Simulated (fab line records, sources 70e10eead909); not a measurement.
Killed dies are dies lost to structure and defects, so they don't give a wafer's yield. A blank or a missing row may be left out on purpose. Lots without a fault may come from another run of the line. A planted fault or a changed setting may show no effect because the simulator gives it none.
One fault seen from 2 desks | flow nand_harc | each desk has only its own numbers; what lay behind them comes last

THE METROLOGY DESK
What the gauges read, lot by lot, whatever tool the lot ran on: means of the sampled wafers that have a number. A lot is out of limits, marked OUT, if its mean lies more than 4 standard deviations from the usual mean; the brackets give that distance.
Columns: A = cd_nm at NHARC_THIN_TSV_CD_MEAS_12, usual 1000.5 nm; B = cd_nm at NHARC_THIN_TSV_CD_MEAS_16, usual 1000.5 nm
lot  | first seen here | A      | B
L183 | day 24 03:39    | 999.7  | 999.4
L185 | day 25 07:01    | 1001.6 | 1001.7
L188 | day 26 05:12    | 999.2  | 1004.2
L189 | day 26 12:58    | 1001.5 | 1006.0
L192 | day 28 04:46    | 999.6  | 999.7
L204 | day 32 12:44    | 1000.4 | 1000.5
This desk's finding: nothing out of limits on any of the 6 lots.

THE TOOL OWNER'S DESK: rie_diel-13
The tool's own readings at NHARC_THIN_TSV_ETCH_44 (etches the open film in CF4/O2, target depth 1594.2 nm, time 797.1 s): means of the sampled wafers that have a number, for each lot that ran on this tool. A lot is out of limits, marked OUT, if its mean lies more than 4 standard deviations from the usual mean; the brackets give that distance.
Columns: A = drypump_motor_current_A at NHARC_THIN_TSV_ETCH_44, usual 5.7 A; B = o2_flow_sccm at NHARC_THIN_TSV_ETCH_44, usual 10.00 sccm; C = oes_product_au at NHARC_THIN_TSV_ETCH_44, usual 0.998 a.u.; D = rf_fwd_power_W at NHARC_THIN_TSV_ETCH_44, usual 299.7 W; E = rf_vpp_V at NHARC_THIN_TSV_ETCH_44, usual 792 V; F = showerhead_plenum_p_Torr at NHARC_THIN_TSV_ETCH_44, usual 1.80 Torr; G = throttle_valve_pct at NHARC_THIN_TSV_ETCH_44, usual 16.915 %
lot  | first seen here | A   | B     | C               | D                       | E   | F    | G
L183 | day 24 03:54    | 5.9 | 10.03 | 0.992           | 298.9                   | 788 | 1.74 | 16.914
L185 | day 25 07:16    | 6.2 | 10.01 | 0.992           | 299.4                   | 790 | 1.76 | 16.923
L188 | day 26 05:37    | 6.4 | 9.97  | 0.743 (-33) OUT | 180.0 (-99 or more) OUT | 791 | 1.77 | 16.901
L189 | day 26 13:23    | 6.4 | 10.00 | 0.749 (-32) OUT | 180.4 (-99 or more) OUT | 792 | 1.77 | 16.912
This desk's finding: out of limits on L188, L189; first on L188, day 26 05:37 (oes_product_au at NHARC_THIN_TSV_ETCH_44). In limits: L183, L185.

PUT TOGETHER
The tool owner's desk could have raised an alarm at day 26 05:37, on L188, L189.
The metrology desk saw nothing out of limits.
The metrology desk has L188, L189 on record, within its limits.
Of the lots named, all ran NHARC_THIN_TSV_ETCH_44 on rie_diel-13.

WHAT THE SIMULATOR HAD PUT IN
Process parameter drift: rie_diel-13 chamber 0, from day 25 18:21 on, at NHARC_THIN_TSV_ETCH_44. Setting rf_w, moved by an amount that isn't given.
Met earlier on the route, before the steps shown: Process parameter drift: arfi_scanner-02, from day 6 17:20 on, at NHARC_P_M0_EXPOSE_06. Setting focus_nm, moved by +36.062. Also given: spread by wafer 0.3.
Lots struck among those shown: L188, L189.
Hours from the fault's start to each desk's first reading out of limits: the tool owner's desk, 11.
